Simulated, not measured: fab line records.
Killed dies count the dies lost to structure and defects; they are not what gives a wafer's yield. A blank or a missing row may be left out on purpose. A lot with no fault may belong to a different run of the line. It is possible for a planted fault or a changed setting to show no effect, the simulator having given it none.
fab line records :: flow n5Finfet
[record]
  lots = 5
  wafers = 14
  lastDay = 18
route steps=1938 shown BEOL_M1@824 BEOL_M4@1111
lots untouched by any fault: they come from a run of this same line in which no faults occurred
startH: hours from the record's opening day to when the first of the lot's shown wafers began :: waitH: hours elapsed since this lot's preceding step :: " as in the row above :: L1.1+2: several wafers, shown together as one row :: - value missing, or start not given :: * or withheld: withheld :: < > ~ a bound
route shown NAME@n: NAME is a module with steps in the file, n the number in the route of the first one :: usual: the fault-free wafers' mean and standard deviation :: same: alike in all rows :: chamber/n: place in a boat :: sites: each site's reading :: _std_site: how widely they spread, as a standard deviation :: _edge_site: mean of outer sites minus mean of inner sites :: radiusMm: how far each site lies from the wafer's centre :: mask NAME#n: copy n :: behind: the tool/chamber that last shaped the wafer :: hold: the reason the lot was held/the length of the hold in hours/how it ended :: device: names the non-switching transistor (n, p or np) :: end of line: the same wafers' tests at the end of the route :: a step with no rows: only its recipe :: killed: not the wafer's yield, but the dies lost to structure and defects at the first sort :: map: a wafer's dies, x killed, . not, _ none there
set.NAME: the setting as run; set.NAME@STEP: as run at that earlier step :: model.NAME: the simulator's own value behind a step, which no gauge read
a table for each step, a row for each wafer; lots at some steps of the route
services: when a tool's chamber went out of use (startH, in hours from the record's first day, below 0 if earlier), for how many hours, and the reason
[[steps]]
[step N5_BEOL_M1_SPUTTER_90]
[recipe]
  material = Cu
  targetThkA = 45
  tempC = -20
  chamberPressurePa = 0.07
  powerW = withheld
  timeS = 8.29
[step N5_BEOL_M1_ANNEAL_91]
[recipe]
  tempC = 400
  timeS = 240
  ambient = vacuum
[usual]
  heaterPowerW = 905/67
lot.wafer: L986.2
tool: pvdSputter-02
chamber: -
startH: 144.55
waitH: 0.0
heaterPowerW: 860

lot.wafer: L986.3
tool: pvdSputter-02
chamber: -
startH: 144.55
waitH: 0.0
heaterPowerW: 841

lot.wafer: L986.5
tool: pvdSputter-02
chamber: -
startH: 144.55
waitH: 0.0
heaterPowerW: 867

lot.wafer: L989.2
tool: pvdSputter-03
chamber: -
startH: 152.73
waitH: 0.0
heaterPowerW: 935

lot.wafer: L989.4
tool: pvdSputter-03
chamber: -
startH: 152.73
waitH: 0.0
heaterPowerW: 821

lot.wafer: L105.3
tool: pvdSputter-02
chamber: -
startH: 258.72
waitH: 0.0
heaterPowerW: 865

lot.wafer: L105.4
tool: pvdSputter-02
chamber: -
startH: 258.72
waitH: 0.0
heaterPowerW: 814

lot.wafer: L105.6
tool: pvdSputter-02
chamber: -
startH: 258.72
waitH: 0.0
heaterPowerW: 883

lot.wafer: L104.1
tool: pvdSputter-02
chamber: -
startH: 260.56
waitH: 0.0
heaterPowerW: 869

lot.wafer: L104.2
tool: pvdSputter-02
chamber: -
startH: 260.56
waitH: 0.0
heaterPowerW: 833

lot.wafer: L104.6
tool: pvdSputter-02
chamber: -
startH: 260.56
waitH: 0.0
heaterPowerW: 824

lot.wafer: L108.2
tool: pvdSputter-03
chamber: -
startH: 271.32
waitH: 0.0
heaterPowerW: 841

lot.wafer: L108.4
tool: pvdSputter-03
chamber: -
startH: 271.32
waitH: 0.0
heaterPowerW: 845

lot.wafer: L108.6
tool: pvdSputter-03
chamber: -
startH: 271.32
waitH: 0.0
heaterPowerW: 849
[step N5_BEOL_M1_SPUTTER_92]
[recipe]
  material = Cu
  targetThkA = 45
  tempC = -20
  chamberPressurePa = 0.07
  powerW = withheld
  timeS = 8.29
[usual]
  throttleValvePct = 29.7/1.1
lot.wafer: L986.2
tool: pvdSputter-02
chamber: -
startH: 144.69
waitH: 0.1
throttleValvePct: 30.5

lot.wafer: L986.3
tool: pvdSputter-02
chamber: -
startH: 144.69
waitH: 0.1
throttleValvePct: 29.6

lot.wafer: L986.5
tool: pvdSputter-02
chamber: -
startH: 144.69
waitH: 0.1
throttleValvePct: 28.8

lot.wafer: L989.2
tool: pvdSputter-03
chamber: -
startH: 152.87
waitH: 0.1
throttleValvePct: 28.6

lot.wafer: L989.4
tool: pvdSputter-03
chamber: -
startH: 152.87
waitH: 0.1
throttleValvePct: 29.7

lot.wafer: L105.3
tool: pvdSputter-02
chamber: -
startH: 258.86
waitH: 0.1
throttleValvePct: 30.4

lot.wafer: L105.4
tool: pvdSputter-02
chamber: -
startH: 258.86
waitH: 0.1
throttleValvePct: 29.5

lot.wafer: L105.6
tool: pvdSputter-02
chamber: -
startH: 258.86
waitH: 0.1
throttleValvePct: 28.7

lot.wafer: L104.1
tool: pvdSputter-02
chamber: -
startH: 260.70
waitH: 0.1
throttleValvePct: 30.2

lot.wafer: L104.2
tool: pvdSputter-02
chamber: -
startH: 260.70
waitH: 0.1
throttleValvePct: 29.7

lot.wafer: L104.6
tool: pvdSputter-02
chamber: -
startH: 260.70
waitH: 0.1
throttleValvePct: 29.5

lot.wafer: L108.2
tool: pvdSputter-03
chamber: -
startH: 271.46
waitH: 0.1
throttleValvePct: 30.0

lot.wafer: L108.4
tool: pvdSputter-03
chamber: -
startH: 271.46
waitH: 0.1
throttleValvePct: 30.9

lot.wafer: L108.6
tool: pvdSputter-03
chamber: -
startH: 271.46
waitH: 0.1
throttleValvePct: 29.9
[step N5_BEOL_M1_ANNEAL_93]
[recipe]
  tempC = 400
  timeS = 240
  ambient = vacuum
[step N5_BEOL_M1_SPUTTER_94]
[recipe]
  material = Cu
  targetThkA = 45
  tempC = -20
  chamberPressurePa = 0.07
  powerW = withheld
  timeS = 8.29
[step N5_BEOL_M1_ANNEAL_95]
[recipe]
  tempC = 400
  timeS = 240
  ambient = vacuum
[step N5_BEOL_M1_SPUTTER_96]
[recipe]
  material = Cu
  targetThkA = 45
  tempC = -20
  chamberPressurePa = 0.07
  powerW = withheld
  timeS = 8.29
[usual]
  throttleValvePct = 29.6/1
lot.wafer: L986.2
tool: pvdSputter-02
chamber: -
startH: 145.13
waitH: 0.1
throttleValvePct: 30.4

lot.wafer: L986.3
tool: pvdSputter-02
chamber: -
startH: 145.13
waitH: 0.1
throttleValvePct: 29.7

lot.wafer: L986.5
tool: pvdSputter-02
chamber: -
startH: 145.13
waitH: 0.1
throttleValvePct: 28.5

lot.wafer: L989.2
tool: pvdSputter-03
chamber: -
startH: 153.31
waitH: 0.1
throttleValvePct: 28.7

lot.wafer: L989.4
tool: pvdSputter-03
chamber: -
startH: 153.31
waitH: 0.1
throttleValvePct: 30.0

lot.wafer: L105.3
tool: pvdSputter-02
chamber: -
startH: 259.30
waitH: 0.1
throttleValvePct: 30.5

lot.wafer: L105.4
tool: pvdSputter-02
chamber: -
startH: 259.30
waitH: 0.1
throttleValvePct: 29.6

lot.wafer: L105.6
tool: pvdSputter-02
chamber: -
startH: 259.30
waitH: 0.1
throttleValvePct: 28.7

lot.wafer: L104.1
tool: pvdSputter-02
chamber: -
startH: 261.14
waitH: 0.1
throttleValvePct: 30.6

lot.wafer: L104.2
tool: pvdSputter-02
chamber: -
startH: 261.14
waitH: 0.1
throttleValvePct: 29.7

lot.wafer: L104.6
tool: pvdSputter-02
chamber: -
startH: 261.14
waitH: 0.1
throttleValvePct: 29.9

lot.wafer: L108.2
tool: pvdSputter-03
chamber: -
startH: 271.90
waitH: 0.1
throttleValvePct: 29.9

lot.wafer: L108.4
tool: pvdSputter-03
chamber: -
startH: 271.90
waitH: 0.1
throttleValvePct: 30.9

lot.wafer: L108.6
tool: pvdSputter-03
chamber: -
startH: 271.90
waitH: 0.1
throttleValvePct: 29.7
[step N5_BEOL_M1_ECD_50]
[recipe]
  material = Cu
  targetThkA = 3000
[step N5_BEOL_M1_ANNEAL_51]
[recipe]
  tempC = 225
  timeS = 90
  ambient = N2
[usual]
  wafer_temp_C_max = 226.2/0.53
lot.wafer: L986.2
tool: rtpAnneal-02
chamber: 0
startH: 145.41
waitH: 0.2
wafer_temp_C_max: 226.3

lot.wafer: L986.3
tool: rtpAnneal-02
chamber: 0
startH: 145.41
waitH: 0.2
wafer_temp_C_max: 226.5

lot.wafer: L986.5
tool: rtpAnneal-02
chamber: 0
startH: 145.41
waitH: 0.2
wafer_temp_C_max: 226.1

lot.wafer: L989.2
tool: rtpAnneal-01
chamber: 0
startH: 153.56
waitH: 0.1
wafer_temp_C_max: 225.8

lot.wafer: L989.4
tool: rtpAnneal-01
chamber: 0
startH: 153.56
waitH: 0.1
wafer_temp_C_max: 226.0

lot.wafer: L105.3
tool: rtpAnneal-02
chamber: 0
startH: 259.58
waitH: 0.1
wafer_temp_C_max: 226.3

lot.wafer: L105.4
tool: rtpAnneal-02
chamber: 0
startH: 259.58
waitH: 0.1
wafer_temp_C_max: 226.4

lot.wafer: L105.6
tool: rtpAnneal-02
chamber: 0
startH: 259.58
waitH: 0.1
wafer_temp_C_max: 226.4

lot.wafer: L104.1
tool: rtpAnneal-02
chamber: 0
startH: 261.33
waitH: 0.1
wafer_temp_C_max: 226.8

lot.wafer: L104.2
tool: rtpAnneal-02
chamber: 0
startH: 261.33
waitH: 0.1
wafer_temp_C_max: 226.3

lot.wafer: L104.6
tool: rtpAnneal-02
chamber: 0
startH: 261.33
waitH: 0.1
wafer_temp_C_max: 226.0

lot.wafer: L108.2
tool: rtpAnneal-02
chamber: 0
startH: 272.14
waitH: 0.1
wafer_temp_C_max: 226.2

lot.wafer: L108.4
tool: rtpAnneal-02
chamber: 0
startH: 272.14
waitH: 0.1
wafer_temp_C_max: 226.6

lot.wafer: L108.6
tool: rtpAnneal-02
chamber: 0
startH: 272.14
waitH: 0.1
wafer_temp_C_max: 227.1
[step N5_BEOL_M1_CMP_52]
[recipe]
  stopOn = SiOC
  tOverpolishS = 6.8
  downForcePsi = 1
  platenRpm = 50
  clearingPlatenDownForcePsi = 1.5
  clearingPlatenRpm = 50
  postCmpClean = cuAlkaline
  targetThkNm = 40
  clearingPlatenPadVelocityMS = 0.99484
  padVelocityMS = 0.99484
[step N5_BEOL_M1_THK_MEAS_53]
[recipe]
  thkMeasGauge = xrf
  reads = Cu_of_BEOL_M1_ECD_50
[usual]
  M1_THK = 39.1/1.8
lot.wafer: L986.2
tool: filmMetro-01
chamber: -
startH: 146.35
waitH: -
M1_THK[nm]: 38.6

lot.wafer: L986.3
tool: filmMetro-01
chamber: -
startH: 146.35
waitH: -
M1_THK[nm]: 37.1

lot.wafer: L986.5
tool: filmMetro-01
chamber: -
startH: 146.35
waitH: -
M1_THK[nm]: 39.7

lot.wafer: L989.2
tool: filmMetro-02
chamber: -
startH: 154.19
waitH: -
M1_THK[nm]: 40.9

lot.wafer: L989.4
tool: filmMetro-02
chamber: -
startH: 154.19
waitH: -
M1_THK[nm]: 40.7

lot.wafer: L105.3
tool: filmMetro-02
chamber: -
startH: 260.29
waitH: -
M1_THK[nm]: 38.4

lot.wafer: L105.4
tool: filmMetro-02
chamber: -
startH: 260.29
waitH: -
M1_THK[nm]: 39.1

lot.wafer: L105.6
tool: filmMetro-02
chamber: -
startH: 260.29
waitH: -
M1_THK[nm]: 39.7

lot.wafer: L104.1
tool: filmMetro-02
chamber: -
startH: 261.93
waitH: -
M1_THK[nm]: 40.0

lot.wafer: L104.2
tool: filmMetro-02
chamber: -
startH: 261.93
waitH: -
M1_THK[nm]: 37.6

lot.wafer: L104.6
tool: filmMetro-02
chamber: -
startH: 261.93
waitH: -
M1_THK[nm]: 41.2

lot.wafer: L108.2
tool: filmMetro-02
chamber: -
startH: 272.69
waitH: -
M1_THK[nm]: 38.6

lot.wafer: L108.4
tool: filmMetro-02
chamber: -
startH: 272.69
waitH: -
M1_THK[nm]: 38.4

lot.wafer: L108.6
tool: filmMetro-02
chamber: -
startH: 272.69
waitH: -
M1_THK[nm]: 39.5
[step N5_BEOL_M1_PRE_CLEAN_60]
[recipe]
  gas = NH3/H2
  timeS = 15
  tempC = *
  rfPowerW = 300
[usual]
  heaterPowerW = 79/12
lot.wafer: L986.2
tool: cvdCo-01
chamber: 1
startH: 146.39
waitH: 0.0
heaterPowerW: 70

lot.wafer: L986.3
tool: cvdCo-01
chamber: 0
startH: 146.39
waitH: 0.0
heaterPowerW: 68

lot.wafer: L986.5
tool: cvdCo-01
chamber: 0
startH: 146.39
waitH: 0.0
heaterPowerW: 70

lot.wafer: L989.2
tool: cvdCo-02
chamber: 2
startH: 154.23
waitH: 0.0
heaterPowerW: 73

lot.wafer: L989.4
tool: cvdCo-02
chamber: 2
startH: 154.23
waitH: 0.0
heaterPowerW: 71

lot.wafer: L105.3
tool: cvdCo-01
chamber: 2
startH: 260.32
waitH: 0.0
heaterPowerW: 77

lot.wafer: L105.4
tool: cvdCo-01
chamber: 0
startH: 260.32
waitH: 0.0
heaterPowerW: 68

lot.wafer: L105.6
tool: cvdCo-01
chamber: 2
startH: 260.32
waitH: 0.0
heaterPowerW: 75

lot.wafer: L104.1
tool: cvdCo-02
chamber: 1
startH: 261.96
waitH: 0.0
heaterPowerW: 99

lot.wafer: L104.2
tool: cvdCo-02
chamber: 2
startH: 261.96
waitH: 0.0
heaterPowerW: 72

lot.wafer: L104.6
tool: cvdCo-02
chamber: 2
startH: 261.96
waitH: 0.0
heaterPowerW: 74

lot.wafer: L108.2
tool: cvdCo-01
chamber: 0
startH: 272.72
waitH: 0.0
heaterPowerW: 69

lot.wafer: L108.4
tool: cvdCo-01
chamber: 2
startH: 272.72
waitH: 0.0
heaterPowerW: 74

lot.wafer: L108.6
tool: cvdCo-01
chamber: 1
startH: 272.72
waitH: 0.0
heaterPowerW: 71
[step N5_BEOL_M1_CO_CAP_55]
[recipe]
  material = Co
  targetThkA = 20
  tempC = 200
  precursor = CCTBA/H2
  pressureTorr = 30
  timeS = 102.1
[usual]
  heaterPowerW = 229/15
  runLengthS = 125.2/0.55
lot.wafer: L986.2
tool: cvdCo-01
chamber: 1
startH: 146.43
waitH: 0.0
heaterPowerW: 214
runLengthS: 125.1
model.Co_of_BEOL_M1_CO_CAP_55.thkNm: 1.8

lot.wafer: L986.3
tool: cvdCo-01
chamber: 0
startH: 146.43
waitH: 0.0
heaterPowerW: 212
runLengthS: 125.5
model.Co_of_BEOL_M1_CO_CAP_55.thkNm: 1.8

lot.wafer: L986.5
tool: cvdCo-01
chamber: 0
startH: 146.43
waitH: 0.0
heaterPowerW: 214
runLengthS: 125.5
model.Co_of_BEOL_M1_CO_CAP_55.thkNm: 2

lot.wafer: L989.2
tool: cvdCo-02
chamber: 2
startH: 154.27
waitH: 0.0
heaterPowerW: 223
runLengthS: 124.9
model.Co_of_BEOL_M1_CO_CAP_55.thkNm: 2

lot.wafer: L989.4
tool: cvdCo-02
chamber: 2
startH: 154.27
waitH: 0.0
heaterPowerW: 223
runLengthS: 124.0
model.Co_of_BEOL_M1_CO_CAP_55.thkNm: 2

lot.wafer: L105.3
tool: cvdCo-01
chamber: 2
startH: 260.36
waitH: 0.0
heaterPowerW: 226
runLengthS: 125.3
model.Co_of_BEOL_M1_CO_CAP_55.thkNm: 2.2

lot.wafer: L105.4
tool: cvdCo-01
chamber: 0
startH: 260.36
waitH: 0.0
heaterPowerW: 213
runLengthS: 126.1
model.Co_of_BEOL_M1_CO_CAP_55.thkNm: 2

lot.wafer: L105.6
tool: cvdCo-01
chamber: 2
startH: 260.36
waitH: 0.0
heaterPowerW: 229
runLengthS: 124.7
model.Co_of_BEOL_M1_CO_CAP_55.thkNm: 2.2

lot.wafer: L104.1
tool: cvdCo-02
chamber: 1
startH: 262.00
waitH: 0.0
heaterPowerW: 255
runLengthS: 125.3
model.Co_of_BEOL_M1_CO_CAP_55.thkNm: 1.8

lot.wafer: L104.2
tool: cvdCo-02
chamber: 2
startH: 262.00
waitH: 0.0
heaterPowerW: 224
runLengthS: 124.3
model.Co_of_BEOL_M1_CO_CAP_55.thkNm: 1.8

lot.wafer: L104.6
tool: cvdCo-02
chamber: 2
startH: 262.00
waitH: 0.0
heaterPowerW: 221
runLengthS: 77.8
model.Co_of_BEOL_M1_CO_CAP_55.thkNm: 0.8

lot.wafer: L108.2
tool: cvdCo-01
chamber: 0
startH: 272.76
waitH: 0.0
heaterPowerW: 221
runLengthS: 125.7
model.Co_of_BEOL_M1_CO_CAP_55.thkNm: 1.8

lot.wafer: L108.4
tool: cvdCo-01
chamber: 2
startH: 272.76
waitH: 0.0
heaterPowerW: 227
runLengthS: 124.8
model.Co_of_BEOL_M1_CO_CAP_55.thkNm: 2

lot.wafer: L108.6
tool: cvdCo-01
chamber: 1
startH: 272.76
waitH: 0.0
heaterPowerW: 213
runLengthS: 125.2
model.Co_of_BEOL_M1_CO_CAP_55.thkNm: 1.8
[step N5_BEOL_M1_PRE_CLEAN_56]
[recipe]
  gas = NH3
  timeS = 15
  tempC = withheld
  rfPowerW = 300
[step N5_BEOL_M4_RC_MEAS_101]
[usual]
  DIBL_N = 35.3/2.5
  DIBL_P = 35/3.3
  IOFF_N = 0.15/0.049
  IOFF_P = 0.20/0.056
  ION_N = 673/16
  ION_P = 462/10
  SS_N = 71.2/0.85
  SS_P = 73.0/0.97
  VT_N = 252/4.9
  VT_P = -251/5
lot.wafer: L986.2
tool: prober-02
chamber: 0
startH: 186.23
waitH: 0.2
DIBL_N[mV/V]: 36.3
DIBL_P[mV/V]: 38
IOFF_N[nA/um]: 0.17
IOFF_P[nA/um]: 0.20
ION_N[uA/um]: 682
ION_P[uA/um]: 460
SS_N[mV/dec]: 71.3
SS_P[mV/dec]: 73.5
VT_N[mV]: 250
VT_P[mV]: -253

lot.wafer: L986.3
tool: prober-02
chamber: 0
startH: 186.23
waitH: 0.2
DIBL_N[mV/V]: 39.1
DIBL_P[mV/V]: 41
IOFF_N[nA/um]: 0.22
IOFF_P[nA/um]: 0.24
ION_N[uA/um]: 684
ION_P[uA/um]: 458
SS_N[mV/dec]: 73.2
SS_P[mV/dec]: 73.9
VT_N[mV]: 250
VT_P[mV]: -250

lot.wafer: L986.5
tool: prober-02
chamber: 0
startH: 186.23
waitH: 0.2
DIBL_N[mV/V]: 38.1
DIBL_P[mV/V]: 40
IOFF_N[nA/um]: 0.19
IOFF_P[nA/um]: 0.21
ION_N[uA/um]: 678
ION_P[uA/um]: 460
SS_N[mV/dec]: 72.3
SS_P[mV/dec]: 73.4
VT_N[mV]: 245
VT_P[mV]: -252

lot.wafer: L989.2
tool: prober-02
chamber: 0
startH: 201.76
waitH: 0.2
DIBL_N[mV/V]: 33.4
DIBL_P[mV/V]: 33
IOFF_N[nA/um]: 0.11
IOFF_P[nA/um]: 0.19
ION_N[uA/um]: 652
ION_P[uA/um]: 453
SS_N[mV/dec]: 70.7
SS_P[mV/dec]: 72.3
VT_N[mV]: 253
VT_P[mV]: -249

lot.wafer: L989.4
tool: prober-02
chamber: 0
startH: 201.76
waitH: 0.2
DIBL_N[mV/V]: 34.1
DIBL_P[mV/V]: 33
IOFF_N[nA/um]: 0.13
IOFF_P[nA/um]: 0.18
ION_N[uA/um]: 671
ION_P[uA/um]: 467
SS_N[mV/dec]: 70.3
SS_P[mV/dec]: 72.1
VT_N[mV]: 251
VT_P[mV]: -247

lot.wafer: L105.3
tool: prober-02
chamber: 0
startH: 292.50
waitH: 0.3
DIBL_N[mV/V]: 35.4
DIBL_P[mV/V]: 35
IOFF_N[nA/um]: 0.12
IOFF_P[nA/um]: 0.16
ION_N[uA/um]: 663
ION_P[uA/um]: 454
SS_N[mV/dec]: 70.5
SS_P[mV/dec]: 72.1
VT_N[mV]: 254
VT_P[mV]: -254

lot.wafer: L105.4
tool: prober-02
chamber: 0
startH: 292.50
waitH: 0.3
DIBL_N[mV/V]: 35.3
DIBL_P[mV/V]: 34
IOFF_N[nA/um]: 0.13
IOFF_P[nA/um]: 0.16
ION_N[uA/um]: 670
ION_P[uA/um]: 451
SS_N[mV/dec]: 71.0
SS_P[mV/dec]: 72.5
VT_N[mV]: 253
VT_P[mV]: -254

lot.wafer: L105.6
tool: prober-02
chamber: 0
startH: 292.50
waitH: 0.3
DIBL_N[mV/V]: 31.1
DIBL_P[mV/V]: 30
IOFF_N[nA/um]: 0.08
IOFF_P[nA/um]: 0.11
ION_N[uA/um]: 645
ION_P[uA/um]: 447
SS_N[mV/dec]: 69.2
SS_P[mV/dec]: 71.3
VT_N[mV]: 260
VT_P[mV]: -257

lot.wafer: L104.1
tool: prober-01
chamber: 0
startH: 296.93
waitH: 0.0
DIBL_N[mV/V]: 35.4
DIBL_P[mV/V]: 34
IOFF_N[nA/um]: 0.13
IOFF_P[nA/um]: 0.18
ION_N[uA/um]: 655
ION_P[uA/um]: 457
SS_N[mV/dec]: 70.7
SS_P[mV/dec]: 72.7
VT_N[mV]: 253
VT_P[mV]: -250

lot.wafer: L104.2
tool: prober-01
chamber: 0
startH: 296.93
waitH: 0.0
DIBL_N[mV/V]: 32.5
DIBL_P[mV/V]: 32
IOFF_N[nA/um]: 0.11
IOFF_P[nA/um]: 0.17
ION_N[uA/um]: 658
ION_P[uA/um]: 458
SS_N[mV/dec]: 69.9
SS_P[mV/dec]: 73.1
VT_N[mV]: 254
VT_P[mV]: -252

lot.wafer: L104.6
tool: prober-01
chamber: 0
startH: 296.93
waitH: 0.0
DIBL_N[mV/V]: 33.8
DIBL_P[mV/V]: 33
IOFF_N[nA/um]: 0.12
IOFF_P[nA/um]: 0.17
ION_N[uA/um]: 659
ION_P[uA/um]: 456
SS_N[mV/dec]: 70.6
SS_P[mV/dec]: 73.9
VT_N[mV]: 253
VT_P[mV]: -251

lot.wafer: L108.2
tool: prober-02
chamber: 0
startH: 318.61
waitH: 0.2
DIBL_N[mV/V]: 34.5
DIBL_P[mV/V]: 33
IOFF_N[nA/um]: 0.11
IOFF_P[nA/um]: 0.15
ION_N[uA/um]: 668
ION_P[uA/um]: 456
SS_N[mV/dec]: 71.7
SS_P[mV/dec]: 73.3
VT_N[mV]: 257
VT_P[mV]: -261

lot.wafer: L108.4
tool: prober-02
chamber: 0
startH: 318.61
waitH: 0.2
DIBL_N[mV/V]: 33.6
DIBL_P[mV/V]: 31
IOFF_N[nA/um]: 0.10
IOFF_P[nA/um]: 0.13
ION_N[uA/um]: 652
ION_P[uA/um]: 442
SS_N[mV/dec]: 71.3
SS_P[mV/dec]: 72.7
VT_N[mV]: 259
VT_P[mV]: -260

lot.wafer: L108.6
tool: prober-02
chamber: 0
startH: 318.61
waitH: 0.2
DIBL_N[mV/V]: 37.2
DIBL_P[mV/V]: 36
IOFF_N[nA/um]: 0.15
IOFF_P[nA/um]: 0.19
ION_N[uA/um]: 680
ION_P[uA/um]: 458
SS_N[mV/dec]: 72.1
SS_P[mV/dec]: 74.1
VT_N[mV]: 254
VT_P[mV]: -255
[[services]]
tool: pvdSputter-02
chamber: -
startH: 134.32
hours: 7.9
kind: repair

tool: cvdCo-01
chamber: -
startH: 138.24
hours: 1.0
kind: repair

tool: pvdSputter-02
chamber: -
startH: 157.03
hours: 4.8
kind: repair

tool: pvdSputter-03
chamber: -
startH: 216.20
hours: 4.0
kind: repair
[[key]]
[firstSign]
  step = N5_BEOL_M1_CO_CAP_55
  reading = runLengthS
  direction = down
  sigmas = 86
  usual = *
  struck = *
effect none on later readings
[modelEffect]
  step = N5_BEOL_M1_CO_CAP_55
  value = Co_of_BEOL_M1_CO_CAP_55.thkNm
  without = 1.8
  struck = 0.8
metAt N5_BEOL_M1_CO_CAP_55
struckWafers L104.6
onsetBetween 154.27 262.00
[fault]
  kind = processParameterDrift
  tool = cvdCo-02
  chamber = -
  onsetH = 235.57
  steps = N5_BEOL_M1_CO_CAP_55
  channel = timeS
  offset = *
  shape = step
  endH = 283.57
  scope = struckWafersOnly
  actsIn = *
  stated = *
